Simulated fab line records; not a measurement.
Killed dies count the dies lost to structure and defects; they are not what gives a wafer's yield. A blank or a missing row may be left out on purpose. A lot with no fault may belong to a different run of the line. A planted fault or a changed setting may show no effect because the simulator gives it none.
Which tool is to blame? + flow n5Finfet + Sampling: 6 lots, 17 wafers, 2 of 1938 route steps

== WHAT THE GAUGES READ, wafer by wafer ==
N5_HKMG_FIN_INSPECT_14: inspects for defects (macro).
| lot  | measured    | on               | rawDefectCount |
|------|-------------|------------------|----------------|
| L477 | day 4 16:53 | defectInspect-01 | 3 1 1          |
| L479 | day 5 03:30 | defectInspect-02 | 3 5 1          |
| L482 | day 5 22:55 | defectInspect-01 | 0 3 2          |
| L484 | day 6 13:23 | defectInspect-02 | 1 0 1          |
| L493 | day 8 16:35 | defectInspect-02 | 2 0            |
| L497 | day 9 22:13 | defectInspect-02 | 4 2 1          |

== TOOL THAT RAN EACH LOT (tool first, then ch and the chambers of the sampled wafers, then the start) ==
| lot  | N5_HKMG_FIN_STRIP_93             |
|------|----------------------------------|
| L477 | rieDiel-04 ch 0,1,3, day 4 14:05 |
| L479 | rieDiel-05 ch 0,2,3, day 5 00:47 |
| L482 | rieDiel-04 ch 0,1, day 5 19:58   |
| L484 | rieDiel-05 ch 1,2, day 6 10:46   |
| L493 | rieDiel-05 ch 0,2, day 8 13:58   |
| L497 | rieDiel-05 ch 1,3, day 9 19:41   |
- N5_HKMG_FIN_STRIP_93: strips SOC in N2/H2, time 20 s.

== THE ANSWER, worked out from the rows above alone ==
Rule: the usual values come from the lots themselves. Put in order of their means at a reading, lots are off if they are a third of the lots or fewer, leave a main group of 4 or more, and stand apart from it by a gap of 3 or more times the standard deviation of the main group's means; of several such gaps the widest counts. A main group is skipped when, at the precision printed for the reading in the tables above, its means are all equal. A lot without any number at a reading at which 4 lots or more have one is off too. Any other lot the step has rows for is counted as sound.
Nothing can be told from this: no lot is off at any reading shown.

== WHAT THE SIMULATOR PUT IN ==
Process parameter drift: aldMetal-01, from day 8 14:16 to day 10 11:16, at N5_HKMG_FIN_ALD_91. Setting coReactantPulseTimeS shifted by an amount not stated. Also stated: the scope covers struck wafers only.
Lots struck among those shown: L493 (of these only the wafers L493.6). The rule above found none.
